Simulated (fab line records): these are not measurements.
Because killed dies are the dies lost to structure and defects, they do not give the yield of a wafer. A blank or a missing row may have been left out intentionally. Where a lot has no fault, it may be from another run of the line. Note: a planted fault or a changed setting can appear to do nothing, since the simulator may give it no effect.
Split-lot experiment / flow n5 finfet / 7 lots, 39 wafers read, on a route of 1938 steps

== SPLIT DETAILS ==
At N5_PMOS_HMC_CHANNEL_EPI_HM_DEP_34 (deposits SiO2 from TEOS/O2, target thk 36 nm, time 6.9 s), the setting target thk a was moved away from the recipe's 360 angstrom on 9 of the 39 wafers read, by -45.1% to -17.0%. All remaining wafers had this setting at the recipe value.

The reading comes from the split's own step.

== THE READING ==
SiO2_of_PMOS_HMC_CHANNEL_EPI_HM_DEP_34.thk nm (the simulator's own value, which no gauge read), in nm, at N5_PMOS_HMC_CHANNEL_EPI_HM_DEP_34 (deposits SiO2 from TEOS/O2, target thk 36 nm, time 6.9 s). The file does not state a usual value for it. Average 35.71 nm, standard deviation 0.41 nm, over the 30 wafers here run with the recipe.

wafer=L076.1; tool, chamber at the split=pecvd-03, 0; target thk a as run, angstrom=360; against the recipe=recipe; SiO2_of_PMOS_HMC_CHANNEL_EPI_HM_DEP_34.thk nm, nm=35.31; against lot-mates on the recipe=-
wafer=L076.2; tool, chamber at the split=pecvd-03, 1; target thk a as run, angstrom=360; against the recipe=recipe; SiO2_of_PMOS_HMC_CHANNEL_EPI_HM_DEP_34.thk nm, nm=34.77; against lot-mates on the recipe=-
wafer=L076.3; tool, chamber at the split=pecvd-03, 2; target thk a as run, angstrom=360; against the recipe=recipe; SiO2_of_PMOS_HMC_CHANNEL_EPI_HM_DEP_34.thk nm, nm=35.26; against lot-mates on the recipe=-
wafer=L076.4; tool, chamber at the split=pecvd-03, 1; target thk a as run, angstrom=360; against the recipe=recipe; SiO2_of_PMOS_HMC_CHANNEL_EPI_HM_DEP_34.thk nm, nm=35.07; against lot-mates on the recipe=-
wafer=L076.5; tool, chamber at the split=pecvd-03, 2; target thk a as run, angstrom=360; against the recipe=recipe; SiO2_of_PMOS_HMC_CHANNEL_EPI_HM_DEP_34.thk nm, nm=35.77; against lot-mates on the recipe=-
wafer=L076.6; tool, chamber at the split=pecvd-03, 0; target thk a as run, angstrom=360; against the recipe=recipe; SiO2_of_PMOS_HMC_CHANNEL_EPI_HM_DEP_34.thk nm, nm=35.87; against lot-mates on the recipe=-
wafer=L078.1; tool, chamber at the split=pecvd-03, 1; target thk a as run, angstrom=360; against the recipe=recipe; SiO2_of_PMOS_HMC_CHANNEL_EPI_HM_DEP_34.thk nm, nm=35.1; against lot-mates on the recipe=-
wafer=L078.2; tool, chamber at the split=pecvd-03, 0; target thk a as run, angstrom=251.1; against the recipe=-30.2%; SiO2_of_PMOS_HMC_CHANNEL_EPI_HM_DEP_34.thk nm, nm=24.29; against lot-mates on the recipe=-11.35
wafer=L078.3; tool, chamber at the split=pecvd-03, 2; target thk a as run, angstrom=251.1; against the recipe=-30.2%; SiO2_of_PMOS_HMC_CHANNEL_EPI_HM_DEP_34.thk nm, nm=25.14; against lot-mates on the recipe=-10.50
wafer=L078.4; tool, chamber at the split=pecvd-03, 1; target thk a as run, angstrom=251.1; against the recipe=-30.2%; SiO2_of_PMOS_HMC_CHANNEL_EPI_HM_DEP_34.thk nm, nm=24.51; against lot-mates on the recipe=-11.13
wafer=L078.5; tool, chamber at the split=pecvd-03, 0; target thk a as run, angstrom=360; against the recipe=recipe; SiO2_of_PMOS_HMC_CHANNEL_EPI_HM_DEP_34.thk nm, nm=35.94; against lot-mates on the recipe=-
wafer=L078.6; tool, chamber at the split=pecvd-03, 2; target thk a as run, angstrom=360; against the recipe=recipe; SiO2_of_PMOS_HMC_CHANNEL_EPI_HM_DEP_34.thk nm, nm=35.89; against lot-mates on the recipe=-
wafer=L085.1; tool, chamber at the split=pecvd-04, 0; target thk a as run, angstrom=360; against the recipe=recipe; SiO2_of_PMOS_HMC_CHANNEL_EPI_HM_DEP_34.thk nm, nm=36.01; against lot-mates on the recipe=-
wafer=L085.2; tool, chamber at the split=pecvd-04, 1; target thk a as run, angstrom=360; against the recipe=recipe; SiO2_of_PMOS_HMC_CHANNEL_EPI_HM_DEP_34.thk nm, nm=35.48; against lot-mates on the recipe=-
wafer=L085.3; tool, chamber at the split=pecvd-04, 2; target thk a as run, angstrom=360; against the recipe=recipe; SiO2_of_PMOS_HMC_CHANNEL_EPI_HM_DEP_34.thk nm, nm=35.34; against lot-mates on the recipe=-
wafer=L085.4; tool, chamber at the split=pecvd-04, 0; target thk a as run, angstrom=360; against the recipe=recipe; SiO2_of_PMOS_HMC_CHANNEL_EPI_HM_DEP_34.thk nm, nm=36.03; against lot-mates on the recipe=-
wafer=L085.5; tool, chamber at the split=pecvd-04, 2; target thk a as run, angstrom=360; against the recipe=recipe; SiO2_of_PMOS_HMC_CHANNEL_EPI_HM_DEP_34.thk nm, nm=35.75; against lot-mates on the recipe=-
wafer=L085.6; tool, chamber at the split=pecvd-04, 1; target thk a as run, angstrom=360; against the recipe=recipe; SiO2_of_PMOS_HMC_CHANNEL_EPI_HM_DEP_34.thk nm, nm=36.29; against lot-mates on the recipe=-
wafer=L090.1; tool, chamber at the split=pecvd-03, 1; target thk a as run, angstrom=197.6; against the recipe=-45.1%; SiO2_of_PMOS_HMC_CHANNEL_EPI_HM_DEP_34.thk nm, nm=18.96; against lot-mates on the recipe=-16.75
wafer=L090.2; tool, chamber at the split=pecvd-03, 2; target thk a as run, angstrom=360; against the recipe=recipe; SiO2_of_PMOS_HMC_CHANNEL_EPI_HM_DEP_34.thk nm, nm=35.26; against lot-mates on the recipe=-
wafer=L090.3; tool, chamber at the split=pecvd-03, 0; target thk a as run, angstrom=197.6; against the recipe=-45.1%; SiO2_of_PMOS_HMC_CHANNEL_EPI_HM_DEP_34.thk nm, nm=19.5; against lot-mates on the recipe=-16.21
wafer=L090.4; tool, chamber at the split=pecvd-03, 2; target thk a as run, angstrom=360; against the recipe=recipe; SiO2_of_PMOS_HMC_CHANNEL_EPI_HM_DEP_34.thk nm, nm=35.52; against lot-mates on the recipe=-
wafer=L090.5; tool, chamber at the split=pecvd-03, 1; target thk a as run, angstrom=197.6; against the recipe=-45.1%; SiO2_of_PMOS_HMC_CHANNEL_EPI_HM_DEP_34.thk nm, nm=19.3; against lot-mates on the recipe=-16.41
wafer=L090.6; tool, chamber at the split=pecvd-03, 0; target thk a as run, angstrom=360; against the recipe=recipe; SiO2_of_PMOS_HMC_CHANNEL_EPI_HM_DEP_34.thk nm, nm=36.34; against lot-mates on the recipe=-
wafer=L091.2; tool, chamber at the split=pecvd-04, 2; target thk a as run, angstrom=360; against the recipe=recipe; SiO2_of_PMOS_HMC_CHANNEL_EPI_HM_DEP_34.thk nm, nm=35.23; against lot-mates on the recipe=-
wafer=L091.5; tool, chamber at the split=pecvd-04, 1; target thk a as run, angstrom=360; against the recipe=recipe; SiO2_of_PMOS_HMC_CHANNEL_EPI_HM_DEP_34.thk nm, nm=35.98; against lot-mates on the recipe=-
wafer=L091.6; tool, chamber at the split=pecvd-04, 2; target thk a as run, angstrom=360; against the recipe=recipe; SiO2_of_PMOS_HMC_CHANNEL_EPI_HM_DEP_34.thk nm, nm=35.95; against lot-mates on the recipe=-
wafer=L092.1; tool, chamber at the split=pecvd-02, 0; target thk a as run, angstrom=360; against the recipe=recipe; SiO2_of_PMOS_HMC_CHANNEL_EPI_HM_DEP_34.thk nm, nm=35.97; against lot-mates on the recipe=-
wafer=L092.2; tool, chamber at the split=pecvd-02, 2; target thk a as run, angstrom=360; against the recipe=recipe; SiO2_of_PMOS_HMC_CHANNEL_EPI_HM_DEP_34.thk nm, nm=35.6; against lot-mates on the recipe=-
wafer=L092.3; tool, chamber at the split=pecvd-02, 1; target thk a as run, angstrom=360; against the recipe=recipe; SiO2_of_PMOS_HMC_CHANNEL_EPI_HM_DEP_34.thk nm, nm=35.74; against lot-mates on the recipe=-
wafer=L092.4; tool, chamber at the split=pecvd-02, 0; target thk a as run, angstrom=360; against the recipe=recipe; SiO2_of_PMOS_HMC_CHANNEL_EPI_HM_DEP_34.thk nm, nm=36.38; against lot-mates on the recipe=-
wafer=L092.5; tool, chamber at the split=pecvd-02, 1; target thk a as run, angstrom=360; against the recipe=recipe; SiO2_of_PMOS_HMC_CHANNEL_EPI_HM_DEP_34.thk nm, nm=35.96; against lot-mates on the recipe=-
wafer=L092.6; tool, chamber at the split=pecvd-02, 2; target thk a as run, angstrom=360; against the recipe=recipe; SiO2_of_PMOS_HMC_CHANNEL_EPI_HM_DEP_34.thk nm, nm=36.18; against lot-mates on the recipe=-
wafer=L097.1; tool, chamber at the split=pecvd-02, 2; target thk a as run, angstrom=298.9; against the recipe=-17.0%; SiO2_of_PMOS_HMC_CHANNEL_EPI_HM_DEP_34.thk nm, nm=29.33; against lot-mates on the recipe=-6.45
wafer=L097.2; tool, chamber at the split=pecvd-02, 0; target thk a as run, angstrom=360; against the recipe=recipe; SiO2_of_PMOS_HMC_CHANNEL_EPI_HM_DEP_34.thk nm, nm=35.33; against lot-mates on the recipe=-
wafer=L097.3; tool, chamber at the split=pecvd-02, 1; target thk a as run, angstrom=298.9; against the recipe=-17.0%; SiO2_of_PMOS_HMC_CHANNEL_EPI_HM_DEP_34.thk nm, nm=29.43; against lot-mates on the recipe=-6.35
wafer=L097.4; tool, chamber at the split=pecvd-02, 0; target thk a as run, angstrom=360; against the recipe=recipe; SiO2_of_PMOS_HMC_CHANNEL_EPI_HM_DEP_34.thk nm, nm=35.95; against lot-mates on the recipe=-
wafer=L097.5; tool, chamber at the split=pecvd-02, 2; target thk a as run, angstrom=298.9; against the recipe=-17.0%; SiO2_of_PMOS_HMC_CHANNEL_EPI_HM_DEP_34.thk nm, nm=30.41; against lot-mates on the recipe=-5.37
wafer=L097.6; tool, chamber at the split=pecvd-02, 1; target thk a as run, angstrom=360; against the recipe=recipe; SiO2_of_PMOS_HMC_CHANNEL_EPI_HM_DEP_34.thk nm, nm=36.07; against lot-mates on the recipe=-

FIT RESULTS
A straight line over all 39 wafers: SiO2_of_PMOS_HMC_CHANNEL_EPI_HM_DEP_34.thk nm changes by +0.364 nm for each +1% of target thk a; r = +1.00; the points scatter about the line by 0.41 nm.
The same after taking each lot's own level away (the mean of its wafers on the recipe; 39 wafers): +0.364 nm for each +1%; r = +1.00; scatter 0.37 nm.
The reading moves by 16 nm for the largest change in target thk a, on that fit.
From 35.342 to 35.972 nm: that is the span of the lots' own levels, equal to 1.5 times the standard deviation above.
The two slopes are in agreement: the lot-to-lot level therefore moves the slope only a little.
Check: -16.3 nm against its lot-mates is what the line predicts for one of the wafers moved furthest among these (-45.1%) when that wafer is left out of the fit. Against them it came out at -16.7 nm.

== THESE WAFERS: OTHER SPLITS ==
Other splits were also applied to these wafers ahead of the reading. Each is held against what the fit with the lots' levels taken away leaves over:
other split on the same wafers=N5_ZERO_LAYER_PECVD_02 time s; wafers away from the commonest value=12; r with SiO2_of_PMOS_HMC_CHANNEL_EPI_HM_DEP_34.thk nm (lot level and that fit taken away)=-0.01

== FILE'S OWN FIT ==
SiO2_of_PMOS_HMC_CHANNEL_EPI_HM_DEP_34.thk nm changes by +0.364 nm for each +1% of target thk a, r = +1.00.
